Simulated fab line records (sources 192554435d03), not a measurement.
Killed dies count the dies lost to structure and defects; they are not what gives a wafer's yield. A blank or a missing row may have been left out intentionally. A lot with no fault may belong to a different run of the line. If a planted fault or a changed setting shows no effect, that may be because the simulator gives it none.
The tool behind it: which one? | flow n5Finfet | 24 lots with 72 wafers sampled at 3 steps, on a route of 1938 steps

== WHAT EACH GAUGE READ, for each wafer ==
N5_BEOL_M6_OVL_MEAS_29. Usual: V5_OVL typically reads 0.1 nm, with standard deviation 0.64.
lot  | measured     | on         | V5_OVL (nm)    | flag
L075 | day 8 08:14  | overlay-02 | 0.4 -0.3 -0.5  | 
L074 | day 8 18:29  | overlay-01 | -0.2 -0.5 -0.9 | 
L076 | day 9 02:40  | overlay-02 | 0.6 0.7 0.2    | 
L077 | day 9 11:06  | overlay-02 | 0.1 0.7 0.8    | 
L078 | day 9 14:19  | overlay-01 | 0.0 0.8 0.6    | 
L079 | day 10 09:19 | overlay-01 | -0.1 0.1 0.1   | 
L080 | day 10 09:29 | overlay-02 | 0.4 -0.1 0.5   | 
L081 | day 10 13:39 | overlay-01 | 0.6 -0.8 0.1   | 
L082 | day 10 13:49 | overlay-01 | -0.5 1.3 -0.1  | 
L083 | day 10 15:38 | overlay-01 | 0.0 0.8 0.0    | 
L084 | day 10 20:48 | overlay-01 | -0.8 -0.3 -0.1 | 
L085 | day 11 18:43 | overlay-01 | 0.1 0.4 -0.9   | 
L086 | day 11 21:46 | overlay-02 | -0.1 -1.4 0.2  | 
L087 | day 11 21:58 | overlay-01 | 1.0 1.2 1.0    | 
L088 | day 12 02:28 | overlay-01 | -0.5 -0.4 -0.2 | 
L090 | day 12 08:49 | overlay-01 | 0.4 0.6 0.1    | 
L089 | day 12 17:55 | overlay-02 | -1.1 -0.8 0.2  | 
L091 | day 12 21:21 | overlay-01 | -0.7 -0.8 -0.6 | 
L092 | day 13 11:52 | overlay-01 | 0.6 0.4 -0.1   | 
L094 | day 13 16:26 | overlay-02 | 0.2 -0.3 0.2   | 
L093 | day 13 16:27 | overlay-01 | 1.5 0.1 0.4    | 
L095 | day 13 23:00 | overlay-02 | 0.6 0.5 0.2    | 
L096 | day 13 23:05 | overlay-01 | 0.3 0.1 -0.2   | 
L097 | day 14 03:44 | overlay-02 | -0.7 -0.2 -1.2 | 

N5_BEOL_M7_THK_MEAS_01. Usual: M7_ILD_THK typically reads 154.4 nm, with standard deviation 2.3.
lot  | measured     | on           | M7_ILD_THK (nm)   | flag
L075 | day 8 12:16  | filmMetro-01 | 152.3 158.1 157.1 | 
L074 | day 8 22:49  | filmMetro-01 | 153.6 156.4 157.5 | 
L076 | day 9 07:10  | filmMetro-02 | 156.2 153.9 154.8 | 
L077 | day 9 16:42  | filmMetro-01 | 154.3 154.7 158.0 | 
L078 | day 9 19:31  | filmMetro-02 | 153.6 153.9 154.1 | 
L079 | day 10 13:50 | filmMetro-02 | 152.5 155.6 155.1 | 
L080 | day 10 14:12 | filmMetro-02 | 153.5 154.8 155.6 | 
L081 | day 10 17:25 | filmMetro-02 | 155.1 152.4 157.8 | 
L082 | day 10 18:04 | filmMetro-01 | 152.3 152.2 153.2 | 
L083 | day 10 20:26 | filmMetro-02 | 149.8 153.8 152.9 | 
L084 | day 11 00:09 | filmMetro-01 | 152.8 156.1 154.4 | 
L085 | day 11 23:35 | filmMetro-01 | 151.6 155.8 154.9 | 
L086 | day 12 01:01 | filmMetro-01 | 151.5 156.5 153.2 | 
L087 | day 12 06:28 | filmMetro-01 | 150.2 150.5 151.8 | 
L088 | day 12 07:11 | filmMetro-02 | 150.9 150.4 154.6 | 
L090 | day 12 13:56 | filmMetro-01 | 151.5 157.0 153.6 | 
L089 | day 12 22:55 | filmMetro-02 | 151.2 152.2 153.3 | 
L091 | day 13 01:08 | filmMetro-01 | 155.9 157.4 156.0 | 
L092 | day 13 15:45 | filmMetro-02 | 156.5 151.8 153.9 | 
L094 | day 13 19:50 | filmMetro-01 | 156.3 159.5 156.6 | 
L093 | day 13 20:11 | filmMetro-01 | 153.7 156.9 154.6 | 
L095 | day 14 03:40 | filmMetro-02 | 153.4 154.1 157.0 | 
L096 | day 14 03:43 | filmMetro-02 | 153.1 155.7 160.0 | 
L097 | day 14 07:31 | filmMetro-02 | 151.1 153.4 154.1 | 

== EACH LOT AND THE TOOL THAT RAN IT (in order: tool; ch and the chambers of the sampled wafers; start) ==
lot  | N5_BEOL_M7_ILD_DEP_00
L075 | pecvd-04 ch 0,1, day 8 11:41
L074 | pecvd-03 ch 0,1, day 8 22:13
L076 | pecvd-03 ch 0,1,2, day 9 06:35
L077 | pecvd-04 ch 0,1,2, day 9 16:07
L078 | pecvd-03 ch 0,1, day 9 18:46
L079 | pecvd-04 ch 0,2, day 10 13:09
L080 | pecvd-01 ch 1,2, day 10 13:37
L081 | pecvd-01 ch 0,2, day 10 16:51
L082 | pecvd-01 ch 0,1,2, day 10 17:14
L083 | pecvd-03 ch 0,1,2, day 10 19:52
L084 | pecvd-01 ch 0,1, day 10 23:35
L085 | pecvd-03 ch 0,2, day 11 22:34
L086 | pecvd-03 ch 1,2, day 12 00:26
L087 | pecvd-01 ch 0,1, day 12 05:24
L088 | pecvd-03 ch 0,1,2, day 12 06:18
L090 | pecvd-03 ch 0,1,2, day 12 13:17
L089 | pecvd-03 ch 1,2, day 12 22:19
L091 | pecvd-04 ch 0,1,2, day 13 00:32
L092 | pecvd-04 ch 0,1, day 13 15:11
L094 | pecvd-03 ch 0,1,2, day 13 19:17
L093 | pecvd-03 ch 0,2, day 13 19:32
L095 | pecvd-03 ch 1,2, day 14 02:37
L096 | pecvd-04 ch 0,1,2, day 14 02:41
L097 | pecvd-01 ch 0,1,2, day 14 06:39
- N5_BEOL_M7_ILD_DEP_00: deposits SiCOH lowk from DEMS/porogen, target thk 179.75 nm, time 33.4 s.

== WHAT THE TOOLS THEMSELVES READ (means of the sampled wafers that have a number; where no wafer has one, the mark that the record gives instead) ==
N5_BEOL_M7_ILD_DEP_00. Usual: heaterPowerW 317 W, standard deviation 47; showerheadPlenumPTorr 5.738 Torr, standard deviation 0.017; throttleValvePct 13.8 %, standard deviation 0.66.
lot  | tool     | heaterPowerW (W) | showerheadPlenumPTorr (Torr) | throttleValvePct (%) | flag
L075 | pecvd-04 | 266              | 5.725                        | 14.7                 | 
L074 | pecvd-03 | 347              | 5.756                        | 13.9                 | 
L076 | pecvd-03 | 353              | 5.749                        | 13.5                 | 
L077 | pecvd-04 | 297              | 5.732                        | 14.3                 | 
L078 | pecvd-03 | 321              | 5.734                        | 13.7                 | 
L079 | pecvd-04 | 306              | 5.742                        | 13.7                 | 
L080 | pecvd-01 | 243              | 5.713                        | 13.1                 | 
L081 | pecvd-01 | 331              | 5.757                        | 14.1                 | 
L082 | pecvd-01 | 286              | 5.738                        | 13.5                 | 
L083 | pecvd-03 | 345              | 5.744                        | 13.8                 | 
L084 | pecvd-01 | 285              | 5.723                        | 13.2                 | 
L085 | pecvd-03 | 364              | 5.739                        | 13.9                 | 
L086 | pecvd-03 | 340              | 5.728                        | 13.5                 | 
L087 | pecvd-01 | 265              | 5.727                        | 13.4                 | 
L088 | pecvd-03 | 357              | 5.742                        | 13.7                 | 
L090 | pecvd-03 | 319              | 5.739                        | 13.8                 | 
L089 | pecvd-03 | 337              | 5.734                        | 13.3                 | 
L091 | pecvd-04 | 279              | 5.731                        | 14.3                 | 
L092 | pecvd-04 | 283              | 5.725                        | 14.6                 | 
L094 | pecvd-03 | 358              | 5.732                        | 13.8                 | 
L093 | pecvd-03 | 354              | 5.754                        | 14.1                 | 
L095 | pecvd-03 | 322              | 5.736                        | 13.3                 | 
L096 | pecvd-04 | 281              | 5.743                        | 14.1                 | 
L097 | pecvd-01 | 286              | 5.742                        | 13.5                 | 

== THE ANSWER, worked out from the rows above alone ==
Rule: take the mean of a lot's wafers that have a number; if it is more than 3 standard deviations from the usual mean, the lot is off. A lot without any number at a reading at which 4 lots or more have one is off too. The other lots that the step has rows for count as sound. After the gauges, taken in route order, come the tools' own readings; for these a lot's mean is taken, as printed above. At the first step where some lot is off, the reading lying furthest off is the one used; lots without a number count as furthest.
No lot is off on any of the readings shown, so nothing can be concluded from this.

== WHAT HAD BEEN PUT IN BY THE SIMULATOR ==
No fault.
